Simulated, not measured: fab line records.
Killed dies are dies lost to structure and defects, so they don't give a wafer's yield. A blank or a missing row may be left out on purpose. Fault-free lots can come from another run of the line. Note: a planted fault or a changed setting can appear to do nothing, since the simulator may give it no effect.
Chamber matching | flow nand harc | pecvd-02 running NHARC_A_STAIRCASE_DEP_301: 3 sister chambers
The step deposits SiON, target thk 30 nm. 16 wafers are shown with their chamber, then 8 later ones without.

EACH WAFER AND ITS CHAMBER
wafer  | chamber | heater power w (W) | heater power outer w (W)
L080.1 | 2       | 691                | 431
L080.4 | 1       | 673                | 344
L080.6 | 2       | 702                | 420
L081.1 | 0       | 1022               | 547
L081.3 | 1       | 777                | 441
L081.6 | 1       | 772                | 451
L082.1 | 2       | 778                | 466
L082.2 | 1       | 715                | 394
L082.4 | 1       | 724                | 400
L086.1 | 0       | 1058               | 601
L086.2 | 2       | 751                | 500
L086.3 | 1       | 723                | 401
L089.3 | 1       | 674                | 362
L089.5 | 2       | 737                | 474
L089.6 | 1       | 693                | 377
L090.1 | 1       | 733                | 391

SIGNATURES, as means of the wafers listed above
reading              | chamber 0 | chamber 1 | chamber 2 | scatter within a chamber
heater power w       | 1040.00   | 720.44    | 731.80    | 36.1
heater power outer w | 574.00    | 395.67    | 458.20    | 34
Rule: a wafer's distance from a chamber is the root of the sum, over the readings, of the square of ((its reading less the chamber's mean) divided by the reading's scatter). The wafer belongs to the nearest chamber; if the next one is less than 2 further off, it can't be placed. The scatter: take each reading less its chamber's mean, square it, sum over the shown wafers, divide by the number of wafers less the number of chambers, and take the root.

WAFERS WHOSE CHAMBER IS MISSING
wafer  | heater power w (W) | heater power outer w (W)
L090.3 | 1057               | 593
L090.5 | 774                | 497
L094.1 | 758                | 429
L094.4 | 727                | 454
L094.6 | 1094               | 620
L096.1 | 1068               | 612
L096.3 | 778                | 443
L096.6 | 744                | 460

THE CHAMBER EACH PASSED THROUGH
wafer  | from the rows above     | in truth
L090.3 | 0                       | 0
L090.5 | can't be placed: 2 or 1 | 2
L094.1 | can't be placed: 2 or 1 | 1
L094.4 | can't be placed: 2 or 1 | 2
L094.6 | 0                       | 0
L096.1 | 0                       | 0
L096.3 | can't be placed: 2 or 1 | 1
L096.6 | can't be placed: 2 or 1 | 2
Correct placement for 3 of the 8. These rows do not allow placing 5 (true chamber among the candidates in 5). Placed wrongly: 0.
